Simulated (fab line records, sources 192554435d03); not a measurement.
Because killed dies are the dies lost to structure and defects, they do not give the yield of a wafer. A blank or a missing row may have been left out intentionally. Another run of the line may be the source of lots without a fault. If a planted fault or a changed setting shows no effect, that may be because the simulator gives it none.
Chamber matching	flow n5 finfet	3 sister chambers for N5_FIN_SAQP_PECVD_48 on pecvd-02
The step deposits SiNx from SiH4/NH3/N2, target thk 25 nm, time 22.1 s. 3 wafers are shown with their chamber, then 11 later ones without.

## WAFERS WITH THEIR CHAMBER
wafer	chamber	throttle valve pct (%)
L087.4	0	37.3
L087.6	2	39.2
L091.1	1	40.5

## WAFERS WITHOUT THEIR CHAMBER
wafer	throttle valve pct (%)
L091.2	38.7
L091.3	39.0
L092.3	38.8
L092.5	37.3
L092.6	40.1
L094.1	37.0
L094.4	39.1
L094.6	40.5
L095.1	39.4
L095.3	37.2
L095.4	40.5

## WHICH CHAMBER EACH WENT THROUGH
wafer	from the rows above	in truth
L091.2	2	2
L091.3	2	2
L092.3	2	2
L092.5	0	0
L092.6	can't be placed: 1 or 2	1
L094.1	0	0
L094.4	2	2
L094.6	1	1
L095.1	2	2
L095.3	0	0
L095.4	1	1
10 of 11 placed correctly. Unplaceable from these rows: 1, with the true chamber sitting among the candidates in 1. Wrongly placed: 0.
How it was worked out, from the rows above alone: a wafer's distance from a chamber is the root of the sum, over the readings, of the square of ((its reading less the chamber's mean) divided by the reading's scatter). If the next closest chamber is less than 2 further off than the closest, the wafer can't be placed; otherwise it belongs to the closest. A chamber's mean is the mean of its shown wafers. The scatter: root of mean squared gap, hidden wafer to nearest shown wafer, with one shown wafer a chamber.
